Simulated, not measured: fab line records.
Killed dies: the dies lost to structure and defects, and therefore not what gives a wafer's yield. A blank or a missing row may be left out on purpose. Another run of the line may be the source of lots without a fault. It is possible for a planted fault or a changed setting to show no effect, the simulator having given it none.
Struck lot and sound lot, side by side -- flow nand_harc -- 16 out of 1159 route steps
Sound: wafers L407.1, L407.3, L407.4. Struck: wafer L416.4 (left out: L416.3, a lot-mate that was not struck); the cause follows at the end.
For every step that has rows: the tool of each side, followed by ch and its chambers, followed by its first start. Under that, the readings that differ: sound wafers -- struck wafers -- difference of the means -- sigmas: that difference in standard deviations of wafers without a fault.
alike: readings with means less than 2 such deviations apart, plus words and numbers identical on both sides. not compared: withheld readings, readings lacking a value on some wafer, bounds such as >300 that could conceal the same value, and numbers that have no deviation in the record and whose values overlap.
The two part at a step that has a row with sigmas, a row that says differs or no value, or rows on one side only. Numbers that have no deviation but don't overlap get no sigmas and don't part them. A reading that every wafer of one side lacks parts them only if that side has two wafers or more.

first, 5 steps without rows for these wafers: NHARC_P_STI_SOFTBAKE_04 (time 70 s); NHARC_P_STI_EBR_05; NHARC_P_STI_EXPOSE_06 (exposes mask P STI, target cd 200 nm); NHARC_P_STI_PEB_07 (peb time 80 s); NHARC_P_STI_DEVELOP_08 (time 50 s).
NHARC_P_STI_CD_MEAS_09 targets a cd of 200 nm.
  sound on cd_sem-01 ch 0, day 2 12:49; struck on cd_sem-02 ch 0, day 4 18:27
  alike: cd_nm
NHARC_P_STI_OVL_MEAS_10:
  struck on overlay-02, day 4 18:32; sound on overlay-01, day 2 12:54
  alike: overlay_x_nm, overlay_y_nm
NHARC_P_STI_INSPECT_11:
  struck on defect_inspect-01, day 4 18:34; sound on defect_inspect-02, day 2 12:56
  alike: raw_defect_count
then, 1 step without rows for these wafers: NHARC_P_STI_HARDBAKE_13 (time 65 s).
NHARC_P_STI_DESCUM_14: chemistry O2, time 3 s.
  sound on rie_diel-13 ch 0,2,3, day 2 13:04; struck on rie_diel-10 ch 3, day 4 18:43
reading,sound,struck,difference,sigmas
rf_hours_counter_h (h),2.2 2.2 2.1,3.2,+1.0,
  alike: drypump_motor_current_A, o2_flow_sccm, oes_product_au, rf_vpp_V, showerhead_plenum_p_Torr, throttle_valve_pct
NHARC_P_STI_ETCH_42: etches the open film in N2/H2, target depth 80 nm, overetch 24 nm, time 61 s.
  sound on rie_diel-13 ch 0,2,3, day 2 13:10; struck on rie_diel-10 ch 0, day 4 18:48
reading,sound,struck,difference,sigmas
rf_hours_counter_h (h),2.1 2.2 2.2,2.9,+0.7,
showerhead_plenum_p_Torr (Torr),1.93 1.98 2.10,2.21,+0.21,+2
  alike: drypump_motor_current_A, oes_product_au, rf_vpp_V, throttle_valve_pct
NHARC_P_STI_ETCH_31: etches the open film in CF4/CHF3, target depth 108.9 nm, time 54.5 s.
  sound on rie_diel-13 ch 0,1,2; struck on rie_diel-10 ch 2
reading,sound,struck,difference,sigmas
rf_hours_counter_h (h),2.1 2.1 2.3,3.1,+0.9,
  alike: cf4_flow_sccm, drypump_motor_current_A, oes_product_au, rf_vpp_V, showerhead_plenum_p_Torr, throttle_valve_pct
NHARC_P_STI_ETCH_15: etches the open film in HBr/Cl2, target depth 300 nm, time 100.1 s.
  sound on rie_si-04 ch 0,2,3, day 2 13:21; struck on rie_si-04 ch 0, day 4 18:59
reading,sound,struck,difference,sigmas
oes_product_au (a.u.),1.000 1.006 0.999,0.868,-0.134,-17
rf_hours_counter_h (h),1.0 0.7 0.8,1.1,+0.3,
model.P_STI.feature_depth_nm (nm),300.1 303.5 300.4,236.5,-64.8,
  alike: drypump_motor_current_A, hbr_flow_sccm, throttle_valve_pct
NHARC_P_STI_CD_MEAS_16:
  struck on cd_sem-01, day 4 19:10; sound on cd_sem-01, day 2 13:31
  alike: cd_nm
NHARC_P_STI_OCD_MEAS_17:
  struck on ocd-01, day 4 19:15; sound on ocd-02, day 2 13:36
reading,sound,struck,difference,sigmas
trench_depth_nm (nm),300 304 301,237,-65,-21
trench_foot_cd_nm (nm),155.7 156.6 155.7,167.0,+11.0,+6
then, 1 step without rows for these wafers: NHARC_P_STI_STRIP_19 (strips in SPM, time 900 s).

## WHERE THEY PART
Last at NHARC_P_STI_OCD_MEAS_17 as far as this record goes, first at NHARC_P_STI_ETCH_42.

WHY: what the simulator had put in
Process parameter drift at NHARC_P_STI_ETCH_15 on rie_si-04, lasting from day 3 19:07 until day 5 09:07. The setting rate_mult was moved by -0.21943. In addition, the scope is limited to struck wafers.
